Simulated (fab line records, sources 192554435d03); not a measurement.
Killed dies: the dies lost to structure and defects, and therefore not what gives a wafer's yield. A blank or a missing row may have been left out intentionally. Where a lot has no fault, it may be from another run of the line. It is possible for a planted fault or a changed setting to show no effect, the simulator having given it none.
fab line records    flow n5Finfet
[record] lots = 7  wafers = 21
route steps=1938 shown BEOL_M13@1696 BEOL_M14@1753 BEOL_M15@1801 PAD_METAL@1895
startH: the number of hours between the record's first day and the start of the first shown wafer of the lot    waitH: how many hours have passed since the lot's step before this one    " the same as in the row above    L1.1+2: a single row standing in for several wafers    - value missing, or start not given    * or withheld: withheld    < > ~ a bound
route shown NAME@n: a module of which the file shows steps, and the number in the route of the first    usual: the fault-free wafers' mean and standard deviation    same: alike in all rows    chamber/n: place in a boat    sites: readings site by site    _std_site: the standard deviation of these    _edge_site: the outer-site mean with the inner-site mean subtracted    radiusMm: for every site, how far away it sits from the centre of the wafer    mask NAME#n: copy n    behind: tool/chamber where the wafer was last shaped    hold: the reason the lot was held/the length of the hold in hours/how it ended    device: transistor that didn't switch, given as n, p or np    end of line: tests of these same wafers at the route's end    a step without rows: its recipe alone    killed: not the wafer's yield, but the dies lost to structure and defects at the first sort    map: the dies of a wafer, with x for killed, . for not killed, _ for no die there
set.NAME: the setting as run; set.NAME@STEP: as run at that earlier step    model.NAME: the simulator's own value behind a step, which no gauge read
lots with deliberately changed settings; one table per step, one row per wafer
[[steps]]
[step N5_BEOL_M13_TRENCH_ETCH_34]
[recipe] chemistry = C4F8/O2/Ar  target = SiOC  targetDepthA = 4134.7  maskMaterial = SOC  pressureMtorr = 30  sourceW = 3000  biasW = 700  Ar_flow_sccm = 400  C4F8_flow_sccm = 15  O2_flow_sccm = 8  heInnerTorr = 15  heOuterTorr = 30  timeS = 162.6  ionEnergyEv = 250
lot.wafer  tool        chamber  startH  waitH  set.timeS  model.etch.depthNm
L075.1     rieDiel-06  0        211.77  0.0    162.6      423.4
L075.2     "           2        "       "      162.6      415.3
L075.5     "           0        "       "      162.6      424.8
L082.1     rieDiel-01  3        317.59  0.0    162.6      413
L082.3     "           0        "       "      162.6      413.4
L082.4     "           3        "       "      195.6      500.5
L085.1     rieDiel-01  0        322.73  0.0    143        365.8
L085.5     "           3        "       "      162.6      418.6
L085.6     "           0        "       "      143        367.3
L080.1     rieDiel-06  1        324.98  0.0    162.6      413.7
L080.5     "           1        "       "      162.6      414.8
L080.6     "           3        "       "      162.6      424.7
L084.1     rieDiel-06  0        334.54  0.0    193        505.1
L084.2     "           1        "       "      193        487.3
L084.4     "           1        "       "      162.6      411.5
L089.3     rieDiel-02  1        343.24  0.0    162.6      419.5
L089.4     "           3        "       "      162.6      421.2
L089.6     "           1        "       "      162.6      418.9
L094.1     rieDiel-01  2        376.24  0.0    162.6      426.5
L094.4     "           1        "       "      162.6      404.9
L094.6     "           2        "       "      162.6      427.3
[step N5_BEOL_M13_STRIP_70]
[recipe] chemistry = C4F8/O2/Ar  resist = SiARC  rfFrequencyHz = 6e+07
[step N5_BEOL_M13_OCD_MEAS_35]
[usual] trenchDepthNm = 416/7.8
lot.wafer  tool    chamber  startH  waitH  set.timeS@BEOL_M13_TRENCH_ETCH_34  trenchDepthNm
L075.1     ocd-01  -        211.95  0.0    162.6                              423
L075.2     "       -        "       "      162.6                              416
L075.5     "       -        "       "      162.6                              425
L082.1     ocd-01  -        317.77  0.0    162.6                              413
L082.3     "       -        "       "      162.6                              413
L082.4     "       -        "       "      195.6                              500
L085.1     ocd-02  -        322.90  0.0    143                                366
L085.5     "       -        "       "      162.6                              419
L085.6     "       -        "       "      143                                367
L080.1     ocd-01  -        325.15  0.0    162.6                              414
L080.5     "       -        "       "      162.6                              416
L080.6     "       -        "       "      162.6                              425
L084.1     ocd-01  -        334.71  0.0    193                                505
L084.2     "       -        "       "      193                                487
L084.4     "       -        "       "      162.6                              412
L089.3     ocd-01  -        343.42  0.0    162.6                              420
L089.4     "       -        "       "      162.6                              421
L089.6     "       -        "       "      162.6                              419
L094.1     ocd-01  -        376.41  0.0    162.6                              427
L094.4     "       -        "       "      162.6                              405
L094.6     "       -        "       "      162.6                              428
[step N5_BEOL_M13_STRIP_37]
[recipe] chemistry = N2/H2  powerW = 1000  tempC = 250  h2Frac = 0.65  overashFraction = 0.3  pressureMtorr = withheld  n2FlowSccm = 1750  h2FlowSccm = 3250
[step N5_BEOL_M13_ETCH_38]
[recipe] chemistry = CF4/N2  target = SiCN  targetDepthA = 675  taperDeg = 2  timeS = 71.9  ionEnergyEv = 150  maskMaterial = SiO2  pressureMtorr = 40  sourceW = 430  biasW = 70  Ar_flow_sccm = 100  cf4FlowSccm = 60  n2FlowSccm = 60
[step N5_BEOL_M13_ECD_47]
[recipe] material = Cu  targetThkA = 9360
[step N5_BEOL_M13_ANNEAL_48]
[recipe] tempC = 225  timeS = 90  ambient = N2
[step N5_BEOL_M13_CMP_49]
[recipe] stopOn = SiOC  tOverpolishS = 17.1  downForcePsi = 1  platenRpm = 50  clearingPlatenDownForcePsi = 1.5  clearingPlatenRpm = 50  postCmpClean = cuAlkaline  targetThkNm = 420  clearingPlatenPadVelocityMS = 0.99484  padVelocityMS = 0.99484
lot.wafer  tool    chamber  startH  waitH  set.timeS@BEOL_M13_TRENCH_ETCH_34  model.Cu_of_BEOL_M13_ECD_47.thkNm
L075.2     cmp-03  2        214.66  0.2    162.6                              418.6
L075.1+5   "       3,2      "       "      162.6                              428.2
L082.1     cmp-01  2        320.57  0.3    162.6                              419.8
L082.4     "       3        "       "      195.6                              505.6
L082.3     "       0        "       "      162.6                              418.6
L085.1     cmp-03  2        326.32  0.3    143                                370.2
L085.6     "       2        "       "      143                                371
L085.5     "       3        "       "      162.6                              424.2
L080.1     cmp-04  2        331.78  0.3    162.6                              420.4
L080.5     "       1        "       "      162.6                              417.4
L080.6     "       2        "       "      162.6                              431
L084.4     cmp-04  3        336.92  0.2    162.6                              417.8
L084.2     "       0        "       "      193                                493.8
L084.1     "       1        "       "      193                                509.6
L089.3     cmp-03  1        349.30  0.2    162.6                              425.8
L089.4     "       2        "       "      162.6                              424.6
L089.6     "       3        "       "      162.6                              424.8
L094.1     cmp-03  1        378.71  0.3    162.6                              434
L094.4     "       2        "       "      162.6                              408
L094.6     "       3        "       "      162.6                              432.8
[step N5_BEOL_M13_THK_MEAS_50]
[recipe] thkMeasGauge = xrf  reads = Cu_of_BEOL_M13_ECD_47
[usual] M13_THK = 410/8.3
lot.wafer  tool          chamber  startH  waitH  set.timeS@BEOL_M13_TRENCH_ETCH_34  M13_THK[nm]
L075.1     filmMetro-02  -        214.91  -      162.6                              411
L075.2     "             -        "       "      162.6                              404
L075.5     "             -        "       "      162.6                              412
L082.1     filmMetro-02  -        320.82  -      162.6                              406
L082.3     "             -        "       "      162.6                              407
L082.4     "             -        "       "      195.6                              489
L085.1     filmMetro-01  -        326.61  -      143                                360
L085.5     "             -        "       "      162.6                              412
L085.6     "             -        "       "      143                                361
L080.1     filmMetro-02  -        332.04  -      162.6                              407
L080.5     "             -        "       "      162.6                              403
L080.6     "             -        "       "      162.6                              417
L084.1     filmMetro-02  -        337.17  -      193                                493
L084.2     "             -        "       "      193                                481
L084.4     "             -        "       "      162.6                              407
L089.3     filmMetro-01  -        349.52  -      162.6                              419
L089.4     "             -        "       "      162.6                              416
L089.6     "             -        "       "      162.6                              419
L094.1     filmMetro-01  -        378.93  -      162.6                              422
L094.4     "             -        "       "      162.6                              397
L094.6     "             -        "       "      162.6                              422
[step N5_BEOL_M13_PRE_CLEAN_52]
[recipe] gas = NH3  timeS = 15  tempC = withheld  rfPowerW = 300
[step N5_BEOL_M13_DEP_53]
[recipe] material = SiCN  targetThkA = 500  tempC = withheld  precursor = 3MS/NH3  pressureTorr = 3  rfW = 675  timeS = 17.8
[step N5_BEOL_M13_RS_MEAS_54]
[recipe] thkMeasGauge = four-point-probe  reads = Cu_of_BEOL_M13_ECD_47+Ta_of_BEOL_M13_SPUTTER_44+TaN_of_BEOL_M13_SPUTTER_43
[usual] M13_RS = 0.0447/0.00088
lot.wafer  tool          chamber  startH  waitH  set.timeS@BEOL_M13_TRENCH_ETCH_34  M13_RS[ohm/sq]
L075.1     filmMetro-01  -        215.04  0.0    162.6                              0.0442
L075.2     "             -        "       "      162.6                              0.0450
L075.5     "             -        "       "      162.6                              0.0440
L082.1     filmMetro-02  -        320.95  0.0    162.6                              0.0450
L082.3     "             -        "       "      162.6                              0.0451
L082.4     "             -        "       "      195.6                              0.0371
L085.1     filmMetro-02  -        326.74  0.0    143                                0.0513
L085.5     "             -        "       "      162.6                              0.0445
L085.6     "             -        "       "      143                                0.0511
L080.1     filmMetro-02  -        332.17  0.0    162.6                              0.0450
L080.5     "             -        "       "      162.6                              0.0453
L080.6     "             -        "       "      162.6                              0.0438
L084.1     filmMetro-02  -        337.30  0.0    193                                0.0369
L084.2     "             -        "       "      193                                0.0381
L084.4     "             -        "       "      162.6                              0.0452
L089.3     filmMetro-02  -        349.65  0.1    162.6                              0.0442
L089.4     "             -        "       "      162.6                              0.0444
L089.6     "             -        "       "      162.6                              0.0444
L094.1     filmMetro-02  -        379.05  0.0    162.6                              0.0434
L094.4     "             -        "       "      162.6                              0.0463
L094.6     "             -        "       "      162.6                              0.0435
[step N5_BEOL_M14_TRENCH_ETCH_34]
[recipe] chemistry = C4F8/O2/Ar  target = SiO2  targetDepthA = 5566.5  maskMaterial = SOC  heInnerTorr = 15  heOuterTorr = 30  timeS = 126.9  ionEnergyEv = 800  pressureMtorr = 20  sourceW = 1905  biasW = 2040  Ar_flow_sccm = 400  C4F8_flow_sccm = 16  O2_flow_sccm = 12
lot.wafer  tool        chamber  startH  waitH  set.timeS  model.etch.depthNm
L075.1     rieDiel-05  1        217.68  0.0    126.9      550.8
L075.2     "           3        "       "      126.9      582.4
L075.5     "           0        "       "      126.9      550.7
L082.1     rieDiel-03  1        323.11  0.0    126.9      564.9
L082.3     "           2        "       "      109.1      482.6
L082.4     "           0        "       "      126.9      576.5
L085.1     rieDiel-05  2        329.18  0.0    134.1      599.7
L085.5     "           1        "       "      126.9      551.8
L085.6     "           2        "       "      126.9      573.2
L080.1     rieDiel-03  2        334.53  0.0    126.9      559.3
L080.5     "           3        "       "      152.3      658.2
L080.6     "           0        "       "      152.3      681.9
L084.1     rieDiel-04  1        340.35  0.0    126.9      503.3
L084.2     "           2        "       "      126.9      537.9
L084.4     "           3        "       "      126.9      581
L089.3     rieDiel-04  3        352.04  0.0    109.9      509.2
L089.4     "           1        "       "      126.9      507.8
L089.6     "           2        "       "      109.9      468.5
L094.1     rieDiel-04  1        381.57  0.0    100.4      419.5
L094.4     "           0        "       "      126.9      562.6
L094.6     "           3        "       "      126.9      578.5
[step N5_BEOL_M14_STRIP_70]
[recipe] chemistry = C4F8/O2/Ar  resist = SiARC  rfFrequencyHz = 6e+07
[step N5_BEOL_M14_OCD_MEAS_35]
[usual] trenchDepthNm = 554/24
lot.wafer  tool    chamber  startH  waitH  set.timeS@BEOL_M14_TRENCH_ETCH_34  trenchDepthNm
L075.1     ocd-01  -        217.83  0.0    126.9                              551
L075.2     "       -        "       "      126.9                              583
L075.5     "       -        "       "      126.9                              551
L082.1     ocd-01  -        323.26  0.0    126.9                              565
L082.3     "       -        "       "      109.1                              482
L082.4     "       -        "       "      126.9                              576
L085.1     ocd-02  -        329.33  0.0    134.1                              600
L085.5     "       -        "       "      126.9                              552
L085.6     "       -        "       "      126.9                              573
L080.1     ocd-02  -        334.69  0.0    126.9                              559
L080.5     "       -        "       "      152.3                              658
L080.6     "       -        "       "      152.3                              682
L084.1     ocd-02  -        340.51  0.0    126.9                              504
L084.2     "       -        "       "      126.9                              538
L084.4     "       -        "       "      126.9                              581
L089.3     ocd-01  -        352.20  0.0    109.9                              509
L089.4     "       -        "       "      126.9                              508
L089.6     "       -        "       "      109.9                              469
L094.1     ocd-01  -        381.74  0.0    100.4                              419
L094.4     "       -        "       "      126.9                              562
L094.6     "       -        "       "      126.9                              579
[step N5_BEOL_M14_STRIP_37]
[recipe] chemistry = O2  powerW = 600  tempC = 60  pressureMtorr = 30  rfFrequencyHz = 6e+07  biasPowerW = 0  overashFraction = 0.3  o2FlowSccm = 225
[step N5_BEOL_M14_ETCH_38]
[recipe] chemistry = CF4/N2  target = SiCN  targetDepthA = 1065  taperDeg = 2  timeS = 120.6  ionEnergyEv = 150  maskMaterial = SiO2  pressureMtorr = 40  sourceW = 430  biasW = 70  Ar_flow_sccm = 100  cf4FlowSccm = 60  n2FlowSccm = 60
[step N5_BEOL_M14_ECD_47]
[recipe] material = Cu  targetThkA = 12480
[step N5_BEOL_M14_ANNEAL_48]
[recipe] tempC = 225  timeS = 90  ambient = N2
[step N5_BEOL_M14_CMP_49]
[recipe] stopOn = SiO2  tOverpolishS = 5.2  downForcePsi = 2  platenRpm = 80  clearingPlatenDownForcePsi = 2  clearingPlatenRpm = 80  postCmpClean = cuAlkaline  targetThkNm = 560  clearingPlatenPadVelocityMS = 1.5917  padVelocityMS = 1.5917
lot.wafer  tool    chamber  startH  waitH  set.timeS@BEOL_M14_TRENCH_ETCH_34  model.Cu_of_BEOL_M14_ECD_47.thkNm
L075.1     cmp-01  0        220.77  0.3    126.9                              553.6
L075.2     "       2        "       "      126.9                              585.6
L075.5     "       0        "       "      126.9                              554.8
L082.4     cmp-01  3        326.77  0.1    126.9                              579.6
L082.3     "       0        "       "      109.1                              486.8
L082.1     "       1        "       "      126.9                              567.8
L085.1     cmp-01  3        335.49  0.4    134.1                              602.8
L085.6     "       0        "       "      126.9                              578.2
L085.5     "       1        "       "      126.9                              554.6
L080.1     cmp-02  3        340.95  0.3    126.9                              561.6
L080.6     "       3        "       "      152.3                              684.2
L080.5     "       0        "       "      152.3                              658.6
L084.4     cmp-04  1        344.78  0.2    126.9                              582.4
L084.1     "       2        "       "      126.9                              508
L084.2     "       3        "       "      126.9                              540.4
L089.4     cmp-01  0        356.88  0.2    126.9                              511.8
L089.3     "       2        "       "      109.9                              513.2
L089.6     "       0        "       "      109.9                              472
L094.1     cmp-02  0        383.21  0.3    100.4                              421.2
L094.4     "       1        "       "      126.9                              566.6
L094.6     "       0        "       "      126.9                              582.6
[step N5_BEOL_M14_THK_MEAS_50]
[recipe] thkMeasGauge = xrf  reads = Cu_of_BEOL_M14_ECD_47
[usual] M14_THK = 543/23
lot.wafer  tool          chamber  startH  waitH  set.timeS@BEOL_M14_TRENCH_ETCH_34  M14_THK[nm]
L075.1     filmMetro-01  -        221.02  -      126.9                              539
L075.2     "             -        "       "      126.9                              569
L075.5     "             -        "       "      126.9                              540
L082.1     filmMetro-02  -        327.07  -      126.9                              547
L082.3     "             -        "       "      109.1                              472
L082.4     "             -        "       "      126.9                              562
L085.1     filmMetro-01  -        335.67  -      134.1                              591
L085.5     "             -        "       "      126.9                              541
L085.6     "             -        "       "      126.9                              567
L080.1     filmMetro-01  -        341.25  -      126.9                              554
L080.5     "             -        "       "      152.3                              647
L080.6     "             -        "       "      152.3                              673
L084.1     filmMetro-01  -        345.04  -      126.9                              495
L084.2     "             -        "       "      126.9                              527
L084.4     "             -        "       "      126.9                              566
L089.3     filmMetro-01  -        357.14  -      109.9                              500
L089.4     "             -        "       "      126.9                              499
L089.6     "             -        "       "      109.9                              460
L094.1     filmMetro-01  -        383.47  -      100.4                              412
L094.4     "             -        "       "      126.9                              555
L094.6     "             -        "       "      126.9                              569
[step N5_BEOL_M15_PEB_26]
[recipe] pebTempC = 130  pebTimeS = 90
lot.wafer   tool           chamber  startH  waitH  set.pebTimeS
L075.1+2+5  lithoTrack-02  0        223.56  0.1    90
L082.1+4    lithoTrack-04  0        329.46  0.1    72.58
L082.3      "              0        "       "      90
L085.1      lithoTrack-03  0        337.99  0.1    69.98
L085.5+6    "              0        "       "      90
L080.1      lithoTrack-03  0        343.47  0.1    78.52
L080.5+6    "              0        "       "      90
L084.1      lithoTrack-03  0        347.49  0.1    90
L084.2+4    "              0        "       "      97.24
L089.3+4+6  lithoTrack-02  0        359.36  0.0    90
L094.1+6    lithoTrack-04  0        385.79  0.1    101.1
L094.4      "              0        "       "      90
[step N5_BEOL_M15_DEVELOP_27]
[recipe] developTimeS = 45  rinseLiquid = diw  dry = airSpin  devTempC = 21
[step N5_BEOL_M15_HARDBAKE_32]
[recipe] tempC = 130  timeS = 120
[step N5_BEOL_M15_CD_MEAS_28]
[recipe] targetCdNm = 407.6  landingEnergyEv = 500  detector = seInlens
[usual] cdNm = 408.4/2.4
lot.wafer  tool      chamber  startH  waitH  set.pebTimeS@BEOL_M15_PEB_26  cdNm
L075.1     cdSem-01  0        223.67  -      90                            410.7
L075.2     "         0        "       "      90                            406.5
L075.5     "         0        "       "      90                            409.1
L082.1     cdSem-02  0        329.58  -      72.58                         403.2
L082.3     "         0        "       "      90                            411.0
L082.4     "         0        "       "      72.58                         398.5
L085.1     cdSem-01  0        338.10  -      69.98                         396.8
L085.5     "         0        "       "      90                            408.7
L085.6     "         0        "       "      90                            405.5
L080.1     cdSem-02  0        343.59  -      78.52                         405.6
L080.5     "         0        "       "      90                            412.7
L080.6     "         0        "       "      90                            409.3
L084.1     cdSem-03  0        347.61  -      90                            409.6
L084.2     "         0        "       "      97.24                         410.9
L084.4     "         0        "       "      97.24                         408.3
L089.3     cdSem-02  0        359.48  -      90                            406.9
L089.4     "         0        "       "      90                            408.6
L089.6     "         0        "       "      90                            409.9
L094.1     cdSem-01  0        385.91  -      101.1                         412.8
L094.4     "         0        "       "      90                            406.0
L094.6     "         0        "       "      101.1                         412.0
[step N5_BEOL_M15_DESCUM_33]
[recipe] chemistry = O2  timeS = 7.9  sourcePowerW = 50  biasPowerW = 20  pressureMtorr = 20  rfFrequencyHz = 2.712e+07  tempC = 40  o2FlowSccm = 225
lot.wafer  tool        chamber  startH  waitH  set.pebTimeS@BEOL_M15_PEB_26  model.BEOL_M15.cdNm
L075.1     rieDiel-01  3        223.76  0.0    90                            410.4
L075.2     "           1        "       "      90                            406.2
L075.5     "           1        "       "      90                            409
L082.1     rieDiel-02  1        329.67  0.0    72.58                         403.2
L082.3     "           0        "       "      90                            411.2
L082.4     "           2        "       "      72.58                         398.4
L085.1     rieDiel-01  3        338.24  0.1    69.98                         396.6
L085.5     "           3        "       "      90                            408.4
L085.6     "           0        "       "      90                            405.6
L080.1     rieDiel-02  2        343.75  0.1    78.52                         405.8
L080.5     "           0        "       "      90                            413.2
L080.6     "           1        "       "      90                            409
L084.1     rieDiel-02  0        347.70  0.0    90                            409.6
L084.2     "           2        "       "      97.24                         410.8
L084.4     "           1        "       "      97.24                         408
L089.3     rieDiel-06  0        360.47  0.9    90                            406.8
L089.4     "           2        "       "      90                            407.8
L089.6     "           3        "       "      90                            409.4
L094.1     rieDiel-01  1        386.14  0.2    101.1                         413
L094.4     "           2        "       "      90                            406.4
L094.6     "           2        "       "      101.1                         411.6
[step N5_BEOL_M15_ETCH_61]
[recipe] chemistry = N2/H2  target = BARC  targetDepthA = 890  overetchA = 267  timeS = 67.9  ionEnergyEv = 200  pressureMtorr = 30  sourceW = 840  biasW = 150  n2FlowSccm = 200  h2FlowSccm = 200
[usual] rfVppV = 524.3/2.8
lot.wafer  tool        chamber  startH  waitH  set.biasW  rfVppV
L075.1     rieDiel-01  3        223.81  0.0    150        525.8
L075.2     "           1        "       "      150        525.2
L075.5     "           1        "       "      150        527.4
L082.1     rieDiel-02  1        329.70  0.0    150        522.0
L082.3     "           0        "       "      150        526.7
L082.4     "           2        "       "      150        527.8
L085.1     rieDiel-01  3        338.28  0.0    160.6      548.7
L085.5     "           3        "       "      160.6      550.1
L085.6     "           0        "       "      150        522.0
L080.1     rieDiel-02  2        343.78  0.0    150        528.3
L080.5     "           0        "       "      150        525.0
L080.6     "           1        "       "      150        520.6
L084.1     rieDiel-02  0        347.73  0.0    150        525.9
L084.2     "           2        "       "      150        527.0
L084.4     "           1        "       "      150        524.3
L089.3     rieDiel-06  0        360.50  0.0    150        521.1
L089.4     "           2        "       "      150        526.2
L089.6     "           3        "       "      125.7      467.0
L094.1     rieDiel-01  1        386.17  0.0    130.2      480.2
L094.4     "           2        "       "      150        524.8
L094.6     "           2        "       "      150        525.2
[step N5_PASSIVATION_SPUTTER_20]
[recipe] material = TaN  targetThkA = 500  tempC = 25  chamberPressurePa = 0.4
lot.wafer   tool           chamber  startH  waitH  set.targetThkA  model.TaN_of_PASSIVATION_SPUTTER_20.thkNm
L075.1      pvdSputter-01  -        235.38  0.0    500             49.8
L075.2      "              -        "       "      500             51
L075.5      "              -        "       "      500             49.6
L082.1+3+4  pvdSputter-02  -        339.06  0.0    500             50.2
L085.1      pvdSputter-03  -        349.86  0.0    500             49
L085.5      "              -        "       "      452.8           44.2
L085.6      "              -        "       "      452.8           44.8
L080.1      pvdSputter-03  -        360.14  0.0    500             49.8
L080.5      "              -        "       "      500             49.6
L080.6      "              -        "       "      500             50.4
L084.1      pvdSputter-03  -        365.42  0.0    500             50.2
L084.2      "              -        "       "      500             49.8
L084.4      "              -        "       "      449.7           45
L089.3      pvdSputter-02  -        381.97  0.0    470.5           46.8
L089.4      "              -        "       "      500             50.4
L089.6      "              -        "       "      470.5           47.6
L094.1+4    pvdSputter-02  -        401.01  0.0    523.4           52.4
L094.6      "              -        "       "      523.4           53
[[key]]
[split] step = N5_BEOL_M13_TRENCH_ETCH_34  setting = timeS  stated = 162.6  by = wafer
[response] step = N5_BEOL_M13_TRENCH_ETCH_34  reading = model.etch.depthNm  change = +4.39  per = 1%  r = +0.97
[response] step = N5_BEOL_M13_OCD_MEAS_35  reading = trenchDepthNm  change = +4.39  per = 1%  r = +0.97
[response] step = N5_BEOL_M13_CMP_49  reading = model.Cu_of_BEOL_M13_ECD_47.thkNm  change = +4.38  per = 1%  r = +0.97
[response] step = N5_BEOL_M13_THK_MEAS_50  reading = M13_THK  change = +4.17  per = 1%  r = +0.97
[response] step = N5_BEOL_M13_RS_MEAS_54  reading = M13_RS  change = -0.000427  per = 1%  r = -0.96
[split] step = N5_BEOL_M14_TRENCH_ETCH_34  setting = timeS  stated = 126.9  by = wafer
[response] step = N5_BEOL_M14_TRENCH_ETCH_34  reading = model.etch.depthNm  change = +5.68  per = 1%  r = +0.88
[response] step = N5_BEOL_M14_OCD_MEAS_35  reading = trenchDepthNm  change = +5.69  per = 1%  r = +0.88
[response] step = N5_BEOL_M14_CMP_49  reading = model.Cu_of_BEOL_M14_ECD_47.thkNm  change = +5.69  per = 1%  r = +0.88
[response] step = N5_BEOL_M14_THK_MEAS_50  reading = M14_THK  change = +5.54  per = 1%  r = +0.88
[split] step = N5_BEOL_M15_PEB_26  setting = pebTimeS  stated = 90  by = wafer
[response] step = N5_BEOL_M15_CD_MEAS_28  reading = cdNm  change = +0.46  per = 1%  r = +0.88
[response] step = N5_BEOL_M15_DESCUM_33  reading = model.BEOL_M15.cdNm  change = +0.457  per = 1%  r = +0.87
[split] step = N5_BEOL_M15_ETCH_61  setting = biasW  stated = 150  by = wafer
[response] step = N5_BEOL_M15_ETCH_61  reading = rfVppV  change = +3.5  per = 1%  r = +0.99
[split] step = N5_PASSIVATION_SPUTTER_20  setting = targetThkA  stated = 500  by = wafer
[response] step = N5_PASSIVATION_SPUTTER_20  reading = model.TaN_of_PASSIVATION_SPUTTER_20.thkNm  change = +0.496  per = 1%  r = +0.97
